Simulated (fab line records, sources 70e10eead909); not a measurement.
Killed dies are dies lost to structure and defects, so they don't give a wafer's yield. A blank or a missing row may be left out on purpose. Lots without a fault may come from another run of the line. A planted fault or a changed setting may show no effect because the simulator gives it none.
fab line records | flow nand_harc
record lots=12 wafers=36 last_day=24
route steps=1159 shown A_BONDPAD@1080 THIN_TSV@1150 END@1159
lots that met no fault: from a run of the same line without faults
start_h: hours from the record's first day to the start of the lot's first wafer shown | wait_h: hours since the lot's step before | " the same as in the row above | L1.1+2: a row that stands for several wafers | - no value, or no start given | * or withheld: withheld | < > ~ a bound
route shown NAME@n: a module of which the file shows steps, and the number in the route of the first | usual: mean/standard deviation of fault-free wafers | same: alike in all rows | chamber/n: place in a boat | sites: the reading at each site | _std_site: their standard deviation | _edge_site: outer sites' mean less inner sites' | radius_mm: how far each site lies from the wafer's centre | mask NAME#n: copy n | behind: the tool/chamber that last shaped the wafer | hold: why the lot was held/for how many hours/how that ended | device: the transistor (n, p or np) that didn't switch | end of line: the same wafers' tests at the end of the route | a step without rows: its recipe alone | killed: dies lost to structure and defects at the first sort, not the wafer's yield | map: a wafer's dies, x killed, . not, _ none there
set.NAME: the setting as run; set.NAME@STEP: as run at that earlier step | model.NAME: the simulator's own value behind a step, which no gauge read
steps of the route over a sample of lots; a table a step, a row a wafer
services: from which hour (start_h, from the record's first day; less than 0 if before it) a tool's chamber was out of use, for how many hours, and why
## steps
# step NHARC_A_BONDPAD_ETCH_24
# recipe target_depth_a=300 over_etch_frac=0.3 time_s=72.99 ion_energy_ev=150 cf4_flow_sccm=50 n2_flow_sccm=100 ar_flow_sccm=150 rf_w=300 bias_w=100 chemistry=CF4/N2
# usual bias_w=100.00/0.29 drypump_motor_current_A=5.6/0.44 oes_product_au=1.007/0.01 rf_vpp_V=314.9/1.8 showerhead_plenum_p_Torr=2.68/0.087 throttle_valve_pct=19.795/0.0091
# columns lot.wafer tool chamber start_h wait_h bias_w drypump_motor_current_A oes_product_au rf_hours_counter_h rf_vpp_V showerhead_plenum_p_Torr throttle_valve_pct
L649.3 rie_diel-07 1 418.90 - 99.49 6.2 1.002 1 312.9 2.57 19.800
L649.1 " 2 " " 99.87 5.5 1.007 1 311.3 2.47 19.796
L649.6 " 3 " " 100.14 6.0 0.998 - 313.8 2.64 19.784
L650.2 rie_diel-07 0 422.01 - 100.21 6.3 0.988 1 317.2 2.73 19.783
L650.3 " 1 " " 100.08 6.2 1.004 1 311.9 2.57 19.795
L650.5 " 0 " " 100.24 6.3 0.983 - 315.8 2.73 19.802
L653.4 rie_diel-06 2 446.52 - 99.75 5.4 1.009 1 318.0 2.81 19.802
L653.2 " 3 " " 99.98 6.0 1.001 1 315.9 2.66 19.783
L653.5 " 2 " " 100.15 5.4 1.015 - 315.0 2.81 19.796
L655.2 rie_diel-06 0 447.53 - 100.14 5.0 0.999 1 313.5 2.65 19.806
L655.3 " 1 " " 99.86 5.3 0.995 1 315.3 2.69 19.792
L655.5 " 0 " " 100.22 5.0 0.987 - 316.6 2.65 19.799
L657.1 rie_diel-06 3 469.87 - 100.31 6.0 1.014 1 314.5 2.66 19.803
L657.3 " 0 " " 99.69 5.0 0.998 1 315.1 2.65 19.797
L657.5 " 3 " " 100.14 5.9 1.015 - 315.6 2.66 19.789
L659.3 rie_diel-07 3 470.26 - 100.01 6.0 1.004 11 315.6 2.63 19.799
L659.4 " 1 " " 99.83 6.2 1.013 10 313.7 2.57 19.809
L659.6 " 3 " " 100.01 6.0 0.996 - 313.3 2.63 19.794
L660.2 rie_diel-06 0 485.10 - 100.21 5.0 1.003 2 313.8 2.65 19.790
L660.4 " 1 " " 99.94 5.4 1.000 2 316.1 2.69 19.800
L660.1 " 2 " " 100.16 5.4 1.014 2 317.5 2.81 19.800
L658.3 rie_diel-06 3 488.59 - 99.79 6.0 1.003 2 314.5 2.66 19.796
L658.1 " 0 " " 100.17 5.0 0.993 2 315.5 2.65 19.794
L658.6 " 2 " " 99.95 5.4 1.008 - 317.2 2.81 19.801
L661.3 rie_diel-06 1 503.79 0.1 100.47 5.3 0.994 3 316.1 2.69 19.807
L661.1 " 3 " " 99.85 6.0 1.013 3 314.4 2.66 19.794
L661.6 " 3 " " 99.73 6.0 0.998 - 314.6 2.66 19.798
L662.3 rie_diel-06 2 504.22 0.1 99.77 5.4 1.021 3 317.6 2.81 19.797
L662.2 " 1 " " 99.98 5.3 1.001 3 315.3 2.69 19.791
L662.5 " 1 " " 100.32 5.3 1.005 - 313.0 2.69 19.797
L667.1 rie_diel-06 3 519.84 0.1 100.32 6.0 1.008 3 313.8 2.66 19.811
L667.3 " 0 " " 100.12 5.0 1.005 3 314.1 2.65 19.802
L667.4 " 0 " " 100.20 5.0 1.003 - 314.5 2.65 19.802
L669.1 rie_diel-07 3 530.02 - 99.96 6.0 0.997 24 315.6 2.63 19.803
L669.4 " 0 " " 99.50 6.3 0.985 20 314.8 2.72 19.790
L669.2 " 2 " " 100.74 5.5 1.030 20 311.9 2.47 19.792
# step NHARC_THIN_TSV_DESCUM_35
# recipe time_s=3 o2_flow_sccm=200 ar_flow_sccm=0 bias_power_w=0 chemistry=O2
# usual drypump_motor_current_A=5.6/0.5 o2_flow_sccm=199.9/0.53 oes_product_au=1.006/0.01 rf_vpp_V=57.8/0.82 showerhead_plenum_p_Torr=1.92/0.082 throttle_valve_pct=11.310/0.0096
# columns lot.wafer tool chamber start_h wait_h drypump_motor_current_A o2_flow_sccm oes_product_au rf_hours_counter_h rf_vpp_V showerhead_plenum_p_Torr throttle_valve_pct
L649.3 rie_diel-08 2 443.89 - 5.2 199.2 0.998 14 56.8 1.80 11.290
L649.1 " 0 " " 6.4 200.5 0.994 14 56.2 2.00 11.318
L649.6 " 2 " " 5.2 199.0 0.997 - 57.0 1.80 11.301
L650.3 rie_diel-02 0 444.56 - 5.5 201.0 1.000 9 56.9 1.95 11.326
L650.2 " 1 " " 5.7 199.9 1.007 9 58.8 1.95 11.313
L650.5 " 0 " " 5.5 200.5 0.994 - 58.7 1.95 11.307
L653.2 rie_diel-08 1 465.41 - 6.2 199.3 1.009 16 59.8 1.89 11.314
L653.4 " 2 " " 5.2 201.0 1.006 16 56.7 1.80 11.316
L653.5 " 1 " " 6.2 199.1 1.004 - 57.8 1.89 11.308
L655.3 rie_diel-08 2 466.95 - 5.2 200.2 1.009 16 57.7 1.80 11.310
L655.2 " 0 " " 6.4 199.2 1.005 17 58.4 2.00 11.303
L655.5 " 3 " " 5.4 200.1 0.998 - 59.3 1.84 11.315
L659.4 rie_diel-02 3 493.60 - 4.8 199.2 1.009 11 58.2 2.01 11.301
L659.3 " 0 " " 5.5 199.8 0.990 12 58.9 1.95 11.306
L659.6 " 0 " " 5.5 199.6 0.996 - 57.7 1.95 11.318
L657.3 rie_diel-13 2 494.85 - 6.0 199.6 1.018 0 56.6 1.78 11.315
L657.1 " 3 " " 5.9 199.9 0.991 0 57.9 1.95 11.293
L657.5 " 2 " " 6.0 199.9 1.022 - 57.7 1.78 11.310
L660.1 rie_diel-08 2 505.78 - 5.2 199.6 1.003 2 57.9 1.80 11.313
L660.4 " 3 " " 5.4 199.6 0.997 1 56.7 1.84 11.324
L660.2 " 1 " " 6.2 199.1 0.997 2 57.9 1.89 11.308
L658.3 rie_diel-08 0 506.90 - 6.4 199.7 1.017 2 58.4 2.00 11.309
L658.1 " 1 " " 6.2 200.2 1.007 2 58.0 1.89 11.322
L658.6 " 0 " " 6.4 200.2 1.016 - 57.8 2.00 11.314
L661.1 rie_diel-13 0 527.94 - 5.9 199.6 0.996 3 56.5 1.78 11.297
L661.3 " 1 " " 5.8 199.0 0.980 2 58.0 1.99 11.318
L661.6 " 0 " " 5.9 199.3 1.002 - 55.5 1.78 11.298
L662.3 rie_diel-02 3 532.98 - 4.8 200.7 1.005 1 57.7 2.01 11.321
L662.2 " 1 " " 5.7 199.4 1.008 1 57.2 1.95 11.298
L662.5 " 1 " " 5.7 200.0 1.009 - 57.4 1.95 11.326
L667.3 rie_diel-08 2 540.92 - 5.2 200.3 1.011 7 57.1 1.80 11.306
L667.4 " 3 " " 5.4 200.1 0.986 6 56.4 1.83 11.302
L667.1 " 1 " " 6.2 199.8 1.015 7 58.0 1.89 11.318
L669.1 rie_diel-08 1 552.90 - 6.2 200.6 1.001 9 57.0 1.89 11.295
L669.2 " 3 " " 5.4 199.2 0.999 8 57.9 1.83 11.306
L669.4 " 0 " " 6.4 200.1 1.030 8 59.4 2.00 11.309
# step NHARC_THIN_TSV_ETCH_36
# recipe target_depth_a=650 over_etch_frac=0.3 time_s=18.571 ion_energy_ev=150 chemistry=Cl2/BCl3
# usual drypump_motor_current_A=5.99/0.3 oes_product_au=1.000/0.01
# columns lot.wafer tool chamber start_h wait_h drypump_motor_current_A oes_product_au rf_hours_counter_h
L649.1 rie_metal-01 1 444.28 0.2 5.92 1.007 2.3
L649.3 " 1 " " 5.92 0.997 -
L649.6 " 0 " " 6.47 0.989 -
L650.2 rie_metal-03 1 444.94 0.2 6.16 1.002 4.0
L650.3 " 1 " " 6.13 0.992 -
L650.5 " 0 " " 5.93 1.000 -
L653.2 rie_metal-01 1 465.78 0.2 5.94 0.998 2.9
L653.4 " 0 " " 6.50 0.996 -
L653.5 " 1 " " 5.92 1.003 -
L655.2 rie_metal-03 0 467.34 0.2 5.93 1.002 0.4
L655.3 " 0 " " 5.92 1.005 -
L655.5 " 1 " " 6.16 1.004 -
L659.3 rie_metal-01 1 493.99 0.2 5.94 1.012 -
L659.4 " 0 " " 6.53 0.995 -
L659.6 " 1 " " 5.92 1.021 -
L657.1 rie_metal-02 0 495.25 0.2 5.65 0.995 3.0
L657.3 " 0 " " 5.66 0.994 -
L657.5 " 0 " " 5.66 0.988 -
L660.1 rie_metal-02 1 506.17 0.2 5.71 1.009 3.1
L660.2 " 0 " " 5.63 0.991 3.3
L660.4 " 0 " " 5.65 0.996 -
L658.1 rie_metal-03 1 507.29 0.2 6.19 1.000 1.3
L658.3 " 0 " " 5.93 1.004 -
L658.6 " 0 " " 5.92 1.012 -
L661.1 rie_metal-03 0 528.32 0.2 5.91 1.006 1.8
L661.3 " 0 " " 5.92 0.999 -
L661.6 " 1 " " 6.17 1.010 -
L662.2 rie_metal-02 0 533.39 0.2 5.64 0.990 4.0
L662.3 " 1 " " 5.72 1.006 -
L662.5 " 1 " " 5.72 1.025 -
L667.1 rie_metal-01 1 541.31 0.2 5.94 1.018 0.5
L667.3 " 0 " " 6.46 0.996 -
L667.4 " 1 " " 5.93 1.020 -
L669.2 rie_metal-03 1 553.29 0.2 6.12 1.009 2.6
L669.1 " 0 " " 5.90 0.989 2.6
L669.4 " 1 " " 6.15 1.009 -
# step NHARC_END_SORT_01
# recipe temp_c=25
# usual defect_limited_yield=95.0/1.6 killed_at_array=30/10 killed_at_other=0.5/0.82 killed_at_periphery=2.9/2 killed_dies=34/11 killed_open=3.2/1.8 killed_short=2.0/1.4 sort_bin_2_pct=1.5/0.68 sort_bin_3_pct=0.28/0.21 sort_bin_4_pct=3.1/0.97 sort_bin_6_pct=0.00/0.012 sort_n_pass=643/11 sort_rim_yield_pct=94.6/2.9 sort_yield_pct=95.0/1.6
# same gross_dies=677 sort_bin_5_pct[%]=0 sort_bin_7_pct[%]=0 sort_bin_8_pct[%]=0 sort_rim_n_gross=106.00
# columns lot.wafer tool chamber start_h wait_h defect_limited_yield[%] killed_at_array killed_at_other killed_at_periphery killed_dies killed_open killed_short sort_bin_2_pct[%] sort_bin_3_pct[%] sort_bin_4_pct[%] sort_bin_6_pct[%] sort_n_pass sort_rim_yield_pct[%] sort_yield_pct[%]
L657.1 prober-02 0 502.58 2.5 95.1 31 2 0 33 4 1 1.3 0.44 3.1 0 644 97.2 95.1
L657.3 prober-02 0 504.18 3.1 95.0 32 2 0 34 3 0 1.0 0.15 3.8 0 643 95.3 95.0
L657.5 prober-02 0 505.78 3.7 95.3 28 1 3 32 3 1 1.8 0.30 2.7 0 645 94.3 95.3
L660.1 prober-01 0 515.96 2.5 94.4 34 1 3 38 6 4 2.7 0 3.0 0 639 93.4 94.4
L660.2 prober-01 0 516.73 2.8 94.8 31 0 4 35 4 2 2.4 0.30 2.5 0 642 88.7 94.8
L660.4 prober-01 0 518.28 3.3 94.7 28 0 8 36 5 1 2.1 0.15 3.1 0 641 94.3 94.7
L661.1 prober-01 0 536.54 2.5 86.7 87 1 2 90 1 1 5.6 2.81 4.9 0 587 94.3 86.7
L661.3 prober-01 0 538.13 3.1 87.9 78 0 4 82 5 2 5.9 2.51 3.7 0 595 95.3 87.9
L661.6 prober-01 0 540.51 4.0 87.1 81 1 5 87 3 3 6.4 1.77 4.7 0 590 95.3 87.1
L662.2 prober-02 0 544.82 2.8 84.0 106 0 2 108 1 1 6.6 1.92 7.4 0 569 91.5 84.0
L662.3 prober-02 0 545.63 3.1 83.3 112 1 0 113 0 2 7.5 2.66 6.5 0 564 83.0 83.3
L662.5 prober-02 0 547.26 3.7 85.1 98 0 3 101 3 1 5.9 3.84 5.2 0 576 87.7 85.1
L667.1 prober-01 0 550.84 2.5 85.7 92 2 3 97 1 1 6.8 1.62 5.9 0 580 96.2 85.7
L667.3 prober-01 0 552.44 3.1 87.0 83 0 5 88 1 2 5.2 1.77 6.1 0 589 89.6 87.0
L667.4 prober-01 0 553.23 3.4 85.8 91 0 5 96 4 3 6.1 2.22 5.9 0 581 90.6 85.8
L669.1 prober-01 0 574.19 2.5 95.4 29 1 1 31 4 4 1.6 0.15 2.8 0 646 97.2 95.4
L669.2 prober-01 0 574.99 2.8 97.2 15 1 3 19 3 1 0.7 0.15 1.9 0 658 99.1 97.2
L669.4 prober-01 0 576.59 3.4 95.1 28 0 5 33 1 1 1.5 0.15 3.2 0 644 97.2 95.1
# killed by level:class
L657.1 A_CHANNEL_HOLE_D1:chamber_film_flake=8 A_SLIT:chamber_film_flake=8 A_CONTACT:chamber_film_flake=6 A_STAIRCASE:chamber_film_flake=4 A_WL_FILL:geometric_particle:open=2 THIN_TSV:chamber_film_flake=2 A_CHANNEL_FILL_D1:geometric_particle:open=1 A_WL_FILL:geometric_particle:short=1
L657.3 A_SLIT:chamber_film_flake=11 A_CHANNEL_HOLE_D1:chamber_film_flake=9 A_CONTACT:chamber_film_flake=7 A_STAIRCASE:chamber_film_flake=2 A_CONTACT:geometric_particle:open=1 A_M0:geometric_particle:open=1 STARTING-WAFER:geometric_particle:open=1 A_CHANNEL_FILL_D1:chamber_film_flake=1
L657.5 A_CHANNEL_HOLE_D1:chamber_film_flake=9 A_SLIT:chamber_film_flake=9 A_CONTACT:chamber_film_flake=5 A_STAIRCASE:chamber_film_flake=4 P_CONTACT:geometric_particle:short=1 P_M0:geometric_particle:open=1 P_M2:geometric_particle:open=1 A_CONTACT:geometric_particle:open=1
L660.1 A_CHANNEL_HOLE_D1:chamber_film_flake=19 A_CONTACT:chamber_film_flake=3 A_CHANNEL_FILL_D1:geometric_particle:short=2 A_CONTACT:geometric_particle:open=2 P_STI:geometric_particle:open=1 P_CONTACT:geometric_particle:open=1 A_SOURCE_PLATE:geometric_particle:short=1 A_ONON_D1:geometric_particle:open=1
L660.2 A_CHANNEL_HOLE_D1:chamber_film_flake=17 A_CONTACT:chamber_film_flake=5 P_M1:chamber_film_flake=2 A_CHANNEL_FILL_D1:chamber_film_flake=2 A_STAIRCASE:chamber_film_flake=2 P_GATE:geometric_particle:short=1 A_ONON_D1:geometric_particle:open=1 A_WL_FILL:geometric_particle:short=1
L660.4 A_CHANNEL_HOLE_D1:chamber_film_flake=17 A_CONTACT:chamber_film_flake=5 P_GATE:geometric_particle:open=2 P_GATE:chamber_film_flake=2 A_CHANNEL_FILL_D1:chamber_film_flake=2 A_STAIRCASE:chamber_film_flake=2 P_M0:geometric_particle:open=1 P_M1:geometric_particle:open=1
L661.1 A_BONDPAD:unspecified=76 A_CHANNEL_HOLE_D1:chamber_film_flake=4 A_ZERO_WELL:chamber_film_flake=3 A_ONON_D1:geometric_particle:open=1 A_SGD_CUT:geometric_particle:short=1 P_GATE:chamber_film_flake=1 P_M1:chamber_film_flake=1 THIN_TSV:chamber_film_flake=1
L661.3 A_BONDPAD:unspecified=63 A_CHANNEL_HOLE_D1:chamber_film_flake=4 A_STAIRCASE:chamber_film_flake=3 A_M0:geometric_particle:open=2 P_STI:geometric_particle:open=1 P_M0:geometric_particle:short=1 P_M0:geometric_particle:open=1 A_CHANNEL_HOLE_D1:geometric_particle:short=1
L661.6 A_BONDPAD:unspecified=67 A_CHANNEL_HOLE_D1:chamber_film_flake=4 A_STAIRCASE:chamber_film_flake=3 P_GATE:chamber_film_flake=2 A_ZERO_WELL:chamber_film_flake=2 P_CONTACT:geometric_particle:open=1 P_CONTACT:geometric_particle:short=1 P_M1:geometric_particle:open=1
L662.2 A_BONDPAD:unspecified=69 A_SLIT:chamber_film_flake=13 A_CHANNEL_HOLE_D1:chamber_film_flake=12 A_CONTACT:chamber_film_flake=5 A_STAIRCASE:chamber_film_flake=4 A_SGD_CUT:geometric_particle:short=1 A_WL_FILL:geometric_particle:open=1 P_GATE:chamber_film_flake=1
L662.3 A_BONDPAD:unspecified=74 A_CHANNEL_HOLE_D1:chamber_film_flake=12 A_SLIT:chamber_film_flake=11 A_STAIRCASE:chamber_film_flake=8 A_CONTACT:chamber_film_flake=3 A_ONON_D1:geometric_particle:short=1 A_SGD_CUT:geometric_particle:short=1 A_WL_FILL:chamber_film_flake=1
L662.5 A_BONDPAD:unspecified=68 A_CHANNEL_HOLE_D1:chamber_film_flake=16 A_SLIT:chamber_film_flake=6 A_STAIRCASE:chamber_film_flake=3 A_CONTACT:chamber_film_flake=2 P_CONTACT:geometric_particle:short=1 P_M0:geometric_particle:open=1 A_SGD_CUT:geometric_particle:open=1
L667.1 A_BONDPAD:unspecified=74 A_CONTACT:chamber_film_flake=8 A_CHANNEL_HOLE_D1:chamber_film_flake=4 P_ZERO_WELL:chamber_film_flake=3 A_WL_FILL:chamber_film_flake=2 THIN_TSV:chamber_film_flake=2 A_WL_FILL:geometric_particle:short=1 A_CONTACT:geometric_particle:open=1
L667.3 A_BONDPAD:unspecified=71 A_CHANNEL_HOLE_D1:chamber_film_flake=5 P_STI:chamber_film_flake=3 A_SGD_CUT:chamber_film_flake=2 A_CONTACT:chamber_film_flake=2 P_M0:geometric_particle:open=1 A_CHANNEL_FILL_D1:geometric_particle:short=1 A_M0:geometric_particle:short=1
L667.4 A_BONDPAD:unspecified=71 A_CHANNEL_HOLE_D1:chamber_film_flake=10 P_ZERO_WELL:chamber_film_flake=4 A_CONTACT:chamber_film_flake=4 A_SGD_CUT:geometric_particle:short=2 P_CONTACT:geometric_particle:open=1 A_SGD_CUT:geometric_particle:open=1 A_WL_FILL:geometric_particle:short=1
L669.1 A_CHANNEL_HOLE_D1:chamber_film_flake=12 A_CONTACT:chamber_film_flake=7 A_SGD_CUT:geometric_particle:short=2 A_CHANNEL_HOLE_D1:geometric_particle:open=1 A_CHANNEL_FILL_D1:geometric_particle:open=1 A_WL_FILL:geometric_particle:short=1 A_CONTACT:geometric_particle:open=1 A_CONTACT:geometric_particle:short=1
L669.2 A_CHANNEL_HOLE_D1:chamber_film_flake=7 A_CONTACT:chamber_film_flake=3 A_STAIRCASE:chamber_film_flake=2 P_CONTACT:geometric_particle:open=1 A_CHANNEL_HOLE_D1:geometric_particle:short=1 A_CHANNEL_FILL_D1:geometric_particle:open=1 A_CONTACT:geometric_particle:open=1 P_GATE:chamber_film_flake=1
L669.4 A_CHANNEL_HOLE_D1:chamber_film_flake=21 A_M0:chamber_film_flake=4 P_CONTACT:chamber_film_flake=2 P_GATE:geometric_particle:open=1 A_WL_FILL:geometric_particle:short=1 P_GATE:chamber_film_flake=1 P_M2:chamber_film_flake=1 A_CONTACT:chamber_film_flake=1
## services
# columns tool chamber start_h hours kind
rie_diel-06 0 397.24 - clean
rie_diel-06 1 397.24 - clean
rie_diel-06 2 397.24 - clean
rie_diel-06 3 397.24 - clean
rie_diel-07 0 399.53 2.7 repair
rie_diel-08 3 403.36 9.2 repair
rie_diel-07 - 405.22 9.0 pm
rie_diel-06 - 418.20 9.0 pm
rie_diel-06 0 418.20 9.0 vent_cycle
rie_diel-06 1 418.20 9.0 vent_cycle
rie_diel-07 1 431.74 1.5 repair
rie_metal-02 1 434.13 1.1 repair
rie_metal-03 - 453.11 9.0 pm
rie_diel-08 3 471.99 20.8 repair
rie_diel-13 2 472.10 4.7 repair
rie_diel-13 - 480.02 9.0 pm
rie_diel-02 - 484.34 0.2 repair
rie_diel-08 - 486.27 9.0 pm
rie_diel-06 0 496.44 15.7 repair
rie_diel-02 - 504.70 9.0 pm
rie_metal-01 - 509.00 9.0 pm
rie_diel-06 2 517.61 4.1 repair
rie_diel-02 0 527.82 34.6 repair
rie_metal-01 - 542.95 3.0 repair
## key
first_sign step=NHARC_END_SORT_01 reading=killed_at_array direction=up sigmas=6 usual=30 struck=92
effect step=NHARC_END_SORT_01 reading=defect_limited_yield direction=down sigmas=5.8 usual=95.0 struck=85.9
more_kills_born_at NHARC_A_BONDPAD_ETCH_24@rie_diel-06=631
met_at NHARC_A_BONDPAD_ETCH_24
struck_lots L661,L662,L667
not_acting_at NHARC_THIN_TSV_DESCUM_35,NHARC_THIN_TSV_ETCH_36
onset_between 488.59 503.79
fault kind=chamber_particle_source tool=rie_diel-06 chamber=- onset_h=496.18 steps=NHARC_A_BONDPAD_ETCH_24 rate_per_visit_cm2=0.45508 end_h=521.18
